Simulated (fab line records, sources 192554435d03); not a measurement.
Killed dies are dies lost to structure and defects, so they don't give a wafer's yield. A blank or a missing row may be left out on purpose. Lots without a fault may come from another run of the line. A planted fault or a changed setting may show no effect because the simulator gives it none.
Chamber matching | flow n5_finfet | N5_BEOL_M3_CO_CAP_55 on cvd_co-02: 3 sister chambers
The step material Co, precursor CCTBA/H2, target thk 2 nm, time 102.1 s. 30 wafers are shown with their chamber, then 12 later ones without.

WAFERS WITH THEIR CHAMBER
wafer  | chamber | heater_power_w (W) | chamber_pressure_Torr (Torr) | susceptor_temp_C (C)
L074.2 | 0       | 217                | 30.13                        | 200.08
L074.3 | 1       | 286                | 29.91                        | 200.21
L074.4 | 0       | 214                | 29.93                        | 200.00
L077.2 | 0       | 220                | 29.99                        | 199.88
L077.4 | 0       | 220                | 29.99                        | 200.02
L077.5 | 2       | 213                | 29.96                        | 199.97
L078.2 | 2       | 207                | 29.98                        | 199.92
L078.5 | 2       | 211                | 30.00                        | 200.05
L078.6 | 0       | 216                | 29.94                        | 199.98
L079.2 | 2       | 209                | 29.98                        | 200.02
L079.4 | 0       | 221                | 30.13                        | 199.78
L079.6 | 1       | 285                | 30.08                        | 199.99
L081.3 | 0       | 219                | 29.98                        | 200.12
L081.5 | 0       | 218                | 29.99                        | 200.19
L081.6 | 2       | 213                | 29.97                        | 199.72
L082.1 | 1       | 287                | 29.89                        | 199.87
L082.2 | 0       | 214                | 30.02                        | 200.18
L082.3 | 2       | 211                | 29.95                        | 199.95
L086.1 | 1       | 288                | 29.95                        | 199.93
L086.2 | 0       | 220                | 30.08                        | 200.27
L086.4 | 0       | 216                | 30.13                        | 200.18
L084.3 | 2       | 207                | 30.00                        | 200.02
L084.4 | 0       | 215                | 29.94                        | 200.05
L084.6 | 1       | 287                | 30.01                        | 200.07
L089.1 | 1       | 283                | 30.12                        | 200.12
L089.2 | 2       | 213                | 29.89                        | 200.04
L089.3 | 0       | 218                | 30.00                        | 200.32
L090.1 | 1       | 291                | 29.93                        | 200.05
L090.2 | 0       | 224                | 29.98                        | 199.77
L090.3 | 2       | 213                | 29.94                        | 200.12

SIGNATURES (means of the wafers above)
reading               | chamber 0 | chamber 1 | chamber 2 | scatter within a chamber
heater_power_w        | 218.00    | 286.71    | 210.78    | 2.7
chamber_pressure_Torr | 30.0164   | 29.9843   | 29.9633   | 0.0675
susceptor_temp_C      | 200.0586  | 200.0343  | 199.9789  | 0.143
Rule: a wafer's distance from a chamber is the root of the sum, over the readings, of the square of ((its reading less the chamber's mean) divided by the reading's scatter). The wafer belongs to the nearest chamber; if the next one is less than 2 further off, it can't be placed. The scatter: the root of (the sum of the squares of (reading less its chamber's mean) over the shown wafers, divided by (wafers less chambers)).

WAFERS WITHOUT THEIR CHAMBER
wafer  | heater_power_w (W) | chamber_pressure_Torr (Torr) | susceptor_temp_C (C)
L092.4 | 215                | 30.02                        | 200.32
L092.5 | 294                | 29.96                        | 200.11
L092.6 | 216                | 29.89                        | 200.08
L093.1 | 209                | 30.10                        | 200.19
L093.5 | 294                | 29.94                        | 199.96
L093.6 | 218                | 30.05                        | 199.74
L094.3 | 211                | 29.95                        | 200.12
L094.4 | 292                | 30.00                        | 200.24
L094.6 | 219                | 30.01                        | 200.05
L097.1 | 286                | 30.03                        | 199.82
L097.2 | 220                | 30.01                        | 199.80
L097.4 | 219                | 30.08                        | 199.92

WHICH CHAMBER EACH WENT THROUGH
wafer  | from the rows above     | in truth
L092.4 | can't be placed: 0 or 2 | 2
L092.5 | 1                       | 1
L092.6 | can't be placed: 0 or 2 | 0
L093.1 | can't be placed: 2 or 0 | 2
L093.5 | 1                       | 1
L093.6 | can't be placed: 0 or 2 | 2
L094.3 | can't be placed: 2 or 0 | 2
L094.4 | 1                       | 1
L094.6 | 0                       | 0
L097.1 | 1                       | 1
L097.2 | can't be placed: 0 or 2 | 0
L097.4 | 0                       | 0
Placed correctly: 6 of 12. Can't be placed from these rows: 6 (the true chamber is among the candidates in 6). Placed wrongly: 0.
